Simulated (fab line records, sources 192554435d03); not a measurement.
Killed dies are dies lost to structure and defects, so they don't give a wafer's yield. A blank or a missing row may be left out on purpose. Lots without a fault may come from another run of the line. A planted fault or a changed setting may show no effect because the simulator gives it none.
fab line records | flow n5_finfet
record lots=10 wafers=30 last_day=19
route steps=1938 shown SDB@357 BEOL_M4@1111
lots that met no fault: from a run of the same line without faults
start_h: hours from the record's first day to the start of the lot's first wafer shown | wait_h: hours since the lot's step before | " the same as in the row above | L1.1+2: a row that stands for several wafers | - no value, or no start given | * or withheld: withheld | < > ~ a bound
route shown NAME@n: a module of which the file shows steps, and the number in the route of the first | usual: mean/standard deviation of fault-free wafers | same: alike in all rows | chamber/n: place in a boat | sites: the reading at each site | _std_site: their standard deviation | _edge_site: outer sites' mean less inner sites' | radius_mm: how far each site lies from the wafer's centre | mask NAME#n: copy n | behind: the tool/chamber that last shaped the wafer | hold: why the lot was held/for how many hours/how that ended | device: the transistor (n, p or np) that didn't switch | end of line: the same wafers' tests at the end of the route | a step without rows: its recipe alone | killed: dies lost to structure and defects at the first sort, not the wafer's yield | map: a wafer's dies, x killed, . not, _ none there
set.NAME: the setting as run; set.NAME@STEP: as run at that earlier step | model.NAME: the simulator's own value behind a step, which no gauge read
steps of the route over a sample of lots; a table a step, a row a wafer
services: from which hour (start_h, from the record's first day; less than 0 if before it) a tool's chamber was out of use, for how many hours, and why
## steps
# step N5_SDB_OVL_MEAS_12
# recipe points_per_wafer=44
# usual SDB_OVL=0.1/0.71
# columns lot.wafer tool chamber start_h wait_h SDB_OVL[nm]
L101.1 overlay-01 0 66.59 0.0 1.1
L101.2 " 0 " " 0.6
L101.3 " 0 " " 0.3
L102.1 overlay-01 0 73.17 0.0 -0.5
L102.4 " 0 " " 0.2
L102.5 " 0 " " -1.8
L105.2 overlay-01 0 88.66 0.1 0.9
L105.5 " 0 " " -0.1
L105.6 " 0 " " 0.1
L110.1 overlay-01 0 124.69 0.0 -0.4
L110.3 " 0 " " 0.0
L110.5 " 0 " " -0.1
L111.1 overlay-01 0 127.82 0.0 -0.4
L111.2 " 0 " " -0.6
L111.5 " 0 " " 0.9
L112.1 overlay-01 0 138.92 0.0 -0.3
L112.2 " 0 " " 0.6
L112.6 " 0 " " 0.3
L113.1 overlay-02 0 142.16 0.0 -0.1
L113.4 " 0 " " 0.7
L113.5 " 0 " " 1.1
L116.1 overlay-02 0 155.76 0.0 0.1
L116.2 " 0 " " -0.8
L116.5 " 0 " " 0.2
L121.1 overlay-01 0 185.51 0.0 -0.2
L121.2 " 0 " " -0.6
L121.4 " 0 " " 0.0
L124.2 overlay-02 0 202.50 0.0 -0.7
L124.4 " 0 " " -0.2
L124.6 " 0 " " -0.1
# step N5_SDB_STRIP_22
# recipe chemistry=N2/H2 power_w=1000 temp_c=250 h2_frac=0.65 overash_fraction=0.3 pressure_mtorr=withheld n2_flow_sccm=1750 h2_flow_sccm=3250
# usual drypump_motor_current_A=5.35/0.22 heater_power_w=350/14 oes_product_au=0.715/0.0042 strip_time_to_endpoint_s=96.4/0.31
# columns lot.wafer tool chamber start_h wait_h drypump_motor_current_A heater_power_w oes_product_au rf_hours_counter_h strip_time_to_endpoint_s
L101.1 plasma_asher-02 1 67.07 0.2 5.52 364 0.717 32 96.4
L101.2 " 0 " " 5.23 333 0.718 32 96.1
L101.3 " 1 " " 5.53 359 0.717 - 96.4
L102.1 plasma_asher-02 0 73.54 0.1 5.22 336 0.716 33 95.7
L102.4 " 0 " " 5.22 344 0.717 - 96.2
L102.5 " 0 " " 5.22 341 0.710 - 96.3
L105.2 plasma_asher-02 1 89.15 0.1 5.52 365 0.720 36 96.0
L105.5 " 0 " " 5.23 335 0.712 - 96.1
L105.6 " 1 " " 5.51 367 0.725 - 96.5
L110.1 plasma_asher-02 0 125.05 0.1 5.21 342 0.718 43 96.6
L110.3 " 1 " " 5.52 357 0.709 - 96.6
L110.5 " 0 " " 5.24 349 0.715 - 96.3
L111.1 plasma_asher-02 1 128.18 0.1 5.51 361 0.722 44 96.8
L111.2 " 0 " " 5.20 341 0.698 44 98.6
L111.5 " 1 " " 5.51 362 0.715 - 96.8
L112.1 plasma_asher-02 1 139.29 0.1 5.49 358 0.707 46 95.8
L112.2 " 0 " " 5.23 346 0.709 46 98.0
L112.6 " 0 " " 5.22 339 0.698 - 98.1
L113.1 plasma_asher-02 0 142.53 0.1 5.20 344 0.709 47 98.4
L113.4 " 0 " " 5.20 348 0.703 - 98.4
L113.5 " 1 " " 5.52 361 0.717 - 96.3
L116.1 plasma_asher-01 0 156.13 0.1 4.99 331 0.715 101 96.0
L116.2 " 1 " " 5.65 366 0.721 101 95.9
L116.5 " 0 " " 4.98 331 0.713 - 96.1
L121.1 plasma_asher-01 0 185.88 0.1 5.03 333 0.712 108 96.2
L121.2 " 1 " " 5.66 370 0.709 108 96.2
L121.4 " 1 " " 5.66 367 0.717 - 96.1
L124.2 plasma_asher-02 1 202.87 0.1 5.52 368 0.701 59 96.1
L124.4 " 0 " " 5.23 340 0.703 - 96.6
L124.6 " 0 " " 5.25 337 0.715 - 96.3
# step N5_SDB_CMP_30
# recipe stop_on=poly-Si t_overpolish_s=1.54 post_cmp_clean=alkaline_brush down_force_psi=4.1491 platen_rpm=51.796 pad_velocity_m_s=1.0306 target_thk_nm=30
# usual head_pressure_psi=4.148/0.0092 motor_current_A=12.2/0.99 overpolish_run_s=1.541/0.01 pad_life_wafers=1267/530 slurry_flow_ml_min=150.0/0.42 time_to_endpoint_s=17.1/1.9
# columns lot.wafer tool chamber start_h wait_h head_pressure_psi motor_current_A overpolish_run_s pad_life_wafers slurry_flow_ml_min time_to_endpoint_s
L101.1 cmp-02 1 70.41 1.4 4.157 11.1 1.556 948 150.4 18.7
L101.3 " 3 " " 4.151 12.8 1.538 950 150.0 18.9
L101.2 " 0 " " 4.161 11.9 1.547 951 150.1 19.7
L102.4 cmp-03 1 76.76 1.4 4.156 12.7 1.526 1590 149.8 14.3
L102.1 " 2 " " 4.136 13.0 1.541 1591 149.6 17.6
L102.5 " 1 " " 4.154 13.2 1.548 - 150.2 15.0
L105.2 cmp-01 1 95.29 1.4 4.153 14.2 1.545 871 150.1 15.4
L105.5 " 0 " " 4.142 11.4 1.545 - 150.0 14.7
L105.6 " 1 " " 4.154 14.6 1.551 - 150.5 18.6
L110.3 cmp-03 1 128.49 1.4 4.144 13.1 1.559 1998 150.8 17.3
L110.1 " 0 " " 4.156 13.7 1.543 2001 150.2 18.4
L110.5 " 2 " " 4.154 12.3 1.543 - 150.1 17.4
L111.2 cmp-02 0 131.40 1.4 4.147 11.6 1.532 1368 149.4 13.6
L111.1 " 2 " " 4.150 12.9 1.541 1370 150.2 13.3
L111.5 " 1 " " 4.155 11.1 1.548 - 150.7 15.3
L112.1 cmp-01 1 142.89 1.5 4.162 13.7 1.532 1226 150.0 17.7
L112.2 " 2 " " 4.141 11.9 1.537 1227 149.4 17.3
L112.6 " 0 " " 4.126 11.7 1.532 - 149.2 17.8
L113.4 cmp-03 0 146.10 1.4 4.141 12.9 1.548 2161 150.1 19.0
L113.1 " 1 " " 4.155 13.3 1.549 2162 150.1 18.3
L113.5 " 3 " " 4.152 11.8 1.549 - 149.6 18.7
L116.1 cmp-02 2 159.56 1.4 4.151 12.4 1.563 1518 151.0 15.4
L116.2 " 0 " " 4.148 11.6 1.541 1520 150.2 15.2
L116.5 " 2 " " 4.128 13.6 1.535 - 150.0 15.5
L121.2 cmp-02 3 189.61 1.4 4.149 11.7 1.556 1764 150.1 14.5
L121.4 " 0 " " 4.139 11.7 1.544 1765 150.0 15.2
L121.1 " 2 " " 4.160 13.0 1.550 1767 149.9 15.1
L124.4 cmp-03 2 206.14 1.4 4.157 13.0 1.544 402 150.4 17.5
L124.2 " 1 " " 4.132 13.1 1.524 405 150.1 18.2
L124.6 " 2 " " 4.145 13.3 1.538 - 149.6 17.5
# step N5_SDB_THK_MEAS_31
# recipe reads=a-Si_of_DUMMY_GATE_CVD_03
# usual SDB_THK=64.1/0.88
# columns lot.wafer tool chamber start_h wait_h SDB_THK[nm]
L101.1 film_metro-01 - 70.70 - 66.0
L101.2 " - " " 65.0
L101.3 " - " " 65.3
L102.1 film_metro-01 - 77.06 - 65.0
L102.4 " - " " 64.3
L102.5 " - " " 64.9
L105.2 film_metro-01 - 95.54 - 63.9
L105.5 " - " " 63.9
L105.6 " - " " 65.0
L110.1 film_metro-02 - 128.79 - 64.0
L110.3 " - " " 63.7
L110.5 " - " " 63.6
L111.1 film_metro-02 - 131.70 - 64.9
L111.2 " - " " 63.9
L111.5 " - " " 64.2
L112.1 film_metro-02 - 143.11 - 63.3
L112.2 " - " " 62.8
L112.6 " - " " 64.5
L113.1 film_metro-01 - 146.35 - 64.3
L113.4 " - " " 62.7
L113.5 " - " " 63.3
L116.1 film_metro-01 - 159.86 - 62.7
L116.2 " - " " 64.4
L116.5 " - " " 64.0
L121.1 film_metro-02 - 189.90 - 63.5
L121.2 " - " " 62.7
L121.4 " - " " 64.5
L124.2 film_metro-02 - 206.43 - 65.7
L124.4 " - " " 63.4
L124.6 " - " " 64.2
# step N5_BEOL_M4_RC_MEAS_101
# usual DIBL_N=35.9/1.3 DIBL_P=35.9/1.5 IOFF_N=0.152/0.023 IOFF_P=0.204/0.027 ION_N=673/9.2 ION_P=462/6.7 SS_N=71.4/0.48 SS_P=73.2/0.55 VT_N=250.3/2.6 VT_P=-250.6/3
# columns lot.wafer tool chamber start_h wait_h DIBL_N[mV/V] DIBL_P[mV/V] IOFF_N[nA/um] IOFF_P[nA/um] ION_N[uA/um] ION_P[uA/um] SS_N[mV/dec] SS_P[mV/dec] VT_N[mV] VT_P[mV]
L101.1 prober-02 0 180.88 0.0 35.2 35.1 0.120 0.163 662 455 70.9 72.3 255.4 -253.8
L101.2 " 0 " " 37.0 38.1 0.155 0.207 671 468 71.2 72.6 251.9 -251.8
L101.3 " 0 " " 37.2 37.3 0.149 0.193 659 450 71.6 73.2 250.1 -251.3
L102.1 prober-01 0 186.74 0.0 35.9 36.2 0.177 0.208 682 458 71.3 73.9 246.9 -250.4
L102.4 " 0 " " 35.3 35.8 0.163 0.198 679 459 71.8 73.7 248.9 -251.5
L102.5 " 0 " " 34.9 36.1 0.159 0.204 676 464 70.8 73.1 248.7 -252.7
L105.2 prober-01 0 213.20 0.2 36.6 36.6 0.135 0.175 670 456 71.2 72.8 253.0 -253.4
L105.5 " 0 " " 35.3 34.7 0.122 0.159 676 453 70.6 72.6 253.1 -254.0
L105.6 " 0 " " 37.3 38.1 0.162 0.214 685 469 71.8 73.6 251.9 -250.3
L111.1 prober-02 0 247.96 0.3 38.2 38.8 0.225 0.247 690 467 71.5 74.1 242.7 -248.1
L111.2 " 0 " " 37.6 37.3 0.206 0.217 678 458 71.8 73.2 244.2 -253.5
L111.5 " 0 " " 36.9 36.6 0.182 0.209 682 458 71.3 72.6 246.1 -251.4
L113.1 prober-01 0 249.16 0.0 34.3 33.5 0.154 0.211 683 472 71.5 72.7 248.0 -249.9
L113.4 " 0 " " 35.1 33.7 0.163 0.210 681 463 71.7 73.3 248.1 -249.2
L113.5 " 0 " " 34.8 34.6 0.161 0.225 679 470 71.2 74.5 249.0 -248.3
L112.1 prober-01 0 266.27 0.0 35.2 36.2 0.158 0.216 679 469 71.9 72.9 250.1 -248.2
L112.2 " 0 " " 32.5 33.7 0.120 0.180 670 462 70.6 72.4 252.9 -250.1
L112.6 " 0 " " 35.8 36.4 0.160 0.222 671 462 71.1 73.5 251.2 -248.6
L110.1 prober-02 0 267.07 0.0 35.7 35.5 0.134 0.188 669 455 71.1 72.7 249.5 -249.6
L110.3 " 0 " " 35.0 35.2 0.127 0.198 665 460 70.7 72.8 251.2 -248.8
L110.5 " 0 " " 35.9 36.2 0.143 0.209 681 461 71.7 73.8 248.9 -248.1
L116.1 prober-02 0 278.09 0.0 37.4 34.7 0.139 0.161 679 457 71.0 72.6 251.0 -255.2
L116.2 " 0 " " 39.0 36.7 0.163 0.193 689 463 71.4 73.7 248.7 -253.3
L116.5 " 0 " " 36.4 33.5 0.121 0.149 669 452 71.3 72.6 252.4 -252.7
L121.1 prober-02 0 305.47 0.0 36.1 36.0 0.162 0.183 675 454 71.9 73.0 250.0 -253.1
L121.2 " 0 " " 36.2 36.6 0.164 0.187 668 455 72.0 73.8 248.5 -255.2
L121.4 " 0 " " 35.4 35.8 0.149 0.176 669 452 71.4 73.1 250.2 -256.0
L124.2 prober-02 0 334.79 0.2 35.3 34.3 0.134 0.219 657 466 71.6 73.2 252.8 -247.0
L124.4 " 0 " " 35.2 34.4 0.130 0.216 667 471 71.4 72.1 249.9 -247.9
L124.6 " 0 " " 35.9 35.3 0.146 0.240 678 477 71.1 73.7 251.0 -244.7
## services
# columns tool chamber start_h hours kind
cmp-03 - 62.20 0.6 repair
plasma_asher-01 - 66.22 1.2 repair
cmp-02 - 94.18 2.6 repair
cmp-02 - 99.98 5.3 repair
cmp-01 - 122.00 5.7 pm
cmp-02 - 139.93 1.2 repair
cmp-02 - 149.79 7.9 repair
cmp-03 - 156.16 4.0 pm
cmp-03 - 160.16 - consumable_replace:conditioner
cmp-03 - 160.16 - consumable_replace:pad
cmp-02 - 182.65 1.8 repair
cmp-01 - 195.17 1.2 repair
cmp-02 - 197.24 7.9 pm
## key
first_sign step=N5_SDB_STRIP_22 reading=strip_time_to_endpoint_s direction=up sigmas=6.2 usual=* struck=*
effect step=N5_SDB_STRIP_22 reading=oes_product_au direction=down sigmas=2.6 usual=0.715 struck=0.703
met_at N5_SDB_STRIP_22
struck_lots L111,L112,L113
struck_wafers L111.2,L112.2,L112.6,L113.1,L113.4
not_acting_at N5_SDB_OVL_MEAS_12,N5_SDB_CMP_30,N5_SDB_THK_MEAS_31
onset_between 125.05 128.18
fault kind=process_parameter_drift tool=plasma_asher-02 chamber=0 onset_h=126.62 steps=N5_SDB_STRIP_22 channel=power_w offset=* shape=step end_h=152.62 acts_in=* stated=*
